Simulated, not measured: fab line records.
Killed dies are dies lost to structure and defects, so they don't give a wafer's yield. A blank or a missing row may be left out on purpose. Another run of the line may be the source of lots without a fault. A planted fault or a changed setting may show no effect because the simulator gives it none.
A lot that was struck, set against a sound lot ; flow n5_finfet ; 37 steps out of a route of 1938
Sound: these wafers, L946.2, L946.4, L946.6. Struck: wafer L955.2 (left out: L955.1, L955.4 of the same lot, which were not struck); the cause appears at the end.
Order at every step that has rows: each side's tool, ch and its chambers, its first start. Under that, the readings that differ: sound wafers ; struck wafers ; difference of the means ; sigmas: that difference in standard deviations of wafers without a fault.
alike: same words and numbers on both sides, and readings whose means sit less than 2 such deviations apart. not compared: any withheld reading, any reading some wafer has no value for, any bound like >300 that may hide the same value, and any number with overlapping values for which the record gives no deviation.
The two part at a step that has a row with sigmas, a row that says differs or no value, or rows on one side only. Non-overlapping numbers with no deviation appear without sigmas and do not part them. A reading missing from all wafers of one side parts the sides only when that side holds two or more wafers.

first, 9 steps without rows for these wafers: N5_BEOL_M10_PEB_26 (peb time 60 s); N5_BEOL_M10_DEVELOP_27 (develop time 30 s); N5_BEOL_M10_DESCUM_33 (chemistry O2, time 7.9 s); N5_BEOL_M10_ETCH_65 (etches SiARC in CF4, target depth 39 nm, time 65 s); N5_BEOL_M10_ETCH_66 (etches SOC in N2/H2, target depth 120 nm, overetch 24 nm, time 180 s); N5_BEOL_M10_STRIP_69 (strips in N2/H2); N5_BEOL_M10_VIA_ETCH_34 (etches SiCOH lowk in C4F6/O2, target depth 184.5 nm, time 69.2 s); N5_BEOL_M10_STRIP_73 (strips in C4F6/O2); N5_BEOL_M10_STRIP_36 (strips in N2/H2).
N5_BEOL_M10_TRENCH_ETCH_37: etches SiCOH lowk in C4F6/O2, target depth 148.83 nm, time 48 s.
  sound on rie_diel-02 ch 0,1,2, day 12 08:22; struck on rie_diel-02 ch 2, day 13 23:43
reading;sound;struck;difference;sigmas
run_length_s (s);71.2 71.4 71.4;79.8;+8.5;+18
model.BEOL_M10.feature_depth_nm (nm);144.4 146 144.8;173.8;+28.7;
model.etch.depth_nm (nm);144.5 146 144.8;173.7;+28.6;
model.TiN_of_BEOL_M10_HM_DEP_02.thk_nm (nm);16.2 15.8 16;15.2;-0.8;
  alike: drypump_motor_current_A, oes_product_au, rf_vpp_V, showerhead_plenum_p_Torr, throttle_valve_pct
  not compared: rf_hours_counter_h
then, 2 steps without rows for these wafers: N5_BEOL_M10_ETCH_41 (etches SiCN in CH3F/O2, target depth 42.6 nm, time 86 s); N5_BEOL_M10_STRIP_77 (strips in N2/H2, time 10 s).
N5_BEOL_M10_OCD_MEAS_38:
  struck on ocd-01, day 13 23:54; sound on ocd-01, day 12 08:34
reading;sound;struck;difference;sigmas
trench_depth_nm (nm);144.4 146.0 144.9;173.7;+28.6;+12
then, 13 steps without rows for these wafers: N5_BEOL_M10_HM_STRIP_39 (strips TiN in peroxide tin strip, target depth 25 nm, time 158 s); N5_BEOL_M10_SRD_40 (time 30 s); N5_BEOL_M10_PRECLEAN_42 (cleans in residue remover, time 60 s); N5_BEOL_M10_SRD_43 (time 30 s); N5_BEOL_M10_CURE_72 (cures SiCOH lowk, time 120 s); N5_BEOL_M10_DEGAS_44 (time 60 s); N5_BEOL_M10_PRE_CLEAN_45 (time 30 s); N5_BEOL_M10_ALD_74 (deposits TaN, target thk 2 nm, pulse time 2 s, purge time 3 s); N5_BEOL_M10_SURFACE_TREAT_76; N5_BEOL_M10_CVD_75 (deposits Co from CCTBA/H2, target thk 2 nm, time 138.9 s); N5_BEOL_M10_SPUTTER_48 (material Cu, target thk 12 nm, time 2 s); N5_BEOL_M10_ECD_50 (material Cu, target thk 318 nm); N5_BEOL_M10_ANNEAL_51 (time 90 s).
N5_BEOL_M10_CMP_52: polishes, stops on SiCOH lowk, t overpolish 7 s, target thk 140 nm.
  sound on cmp-02 ch 0,1,3, day 12 12:31; struck on cmp-02 ch 2, day 14 01:46
reading;sound;struck;difference;sigmas
model.Cu_of_BEOL_M10_ECD_50.thk_nm (nm);135 137 135.2;164.8;+29.1;
  alike: barrier_field_endpoint_s, motor_current_A, overpolish_run_s, time_to_endpoint_s
N5_BEOL_M10_THK_MEAS_53: measures by xrf.
  struck on film_metro-01, day 14 02:01; sound on film_metro-01, day 12 12:48
reading;sound;struck;difference;sigmas
M10_THK (nm);135.3 137.6 135.5;166.4;+30.3;+11
then, 2 steps without rows for these wafers: N5_BEOL_M10_PRE_CLEAN_55 (time 15 s); N5_BEOL_M10_DEP_56 (deposits SiCN from 3MS/NH3, target thk 15 nm, time 26.5 s).
N5_BEOL_M10_RS_MEAS_57: measures by four-point-probe.
  struck on film_metro-02, day 14 02:10; sound on film_metro-01, day 12 12:58
reading;sound;struck;difference;sigmas
M10_RS (ohm/sq);0.1573 0.1549 0.1570;0.1265;-0.0299;-10
then, 5 steps without rows for these wafers: N5_BEOL_M11_ILD_DEP_00 (deposits SiCOH lowk from DEMS/porogen, target thk 308.51 nm, time 58 s); N5_BEOL_M11_CURE_71 (cures SiCOH lowk, time 240 s); N5_BEOL_M11_PECVD_70 (deposits SiO2 from TEOS/O2, target thk 20 nm, time 22.7 s); N5_BEOL_M11_HM_DEP_02 (deposits TiN, target thk 20 nm); N5_BEOL_M11_COAT_59 (time 60 s, resist thk 100 nm).
N5_BEOL_M15_RC_MEAS_101:
  sound on prober-01 ch 0, day 14 06:23; struck on prober-01 ch 0, day 15 11:17
reading;sound;struck;difference;sigmas
COMB_M11 (S/m);1.4e-11 1.52e-11 1.36e-11;2.13e-11;+7.03e-12;+2
COMB_M14 (S/m);3.5e-12 3.6e-12 3.2e-12;5.6e-12;+2.2e-12;+3
COMB_M14_max_site (S/m);4.2e-12 5.3e-12 4.6e-12;7.9e-12;+3.2e-12;+3
SERP_M10 (ohm/um);3.13 3.17 3.12;2.58;-0.56;-8
SERP_M10_max_site (ohm/um);3.31 3.26 3.39;2.62;-0.70;-8
  alike: COMB_M12, COMB_M13, COMB_M15, COMB_M5, COMB_M6, COMB_M7, COMB_M8, COMB_M9, SERP_M11, SERP_M12, SERP_M13, SERP_M14, SERP_M14_max_site, SERP_M5, SERP_M6, SERP_M7, SERP_M8, SERP_M8_max_site, SERP_M9

## WHERE THEY PART
Last at N5_BEOL_M15_RC_MEAS_101 as far as this record goes, first at N5_BEOL_M10_TRENCH_ETCH_37.

WHY: what the simulator had put in
rie_diel-02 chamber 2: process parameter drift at N5_BEOL_M10_TRENCH_ETCH_37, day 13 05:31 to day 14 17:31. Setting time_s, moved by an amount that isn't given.
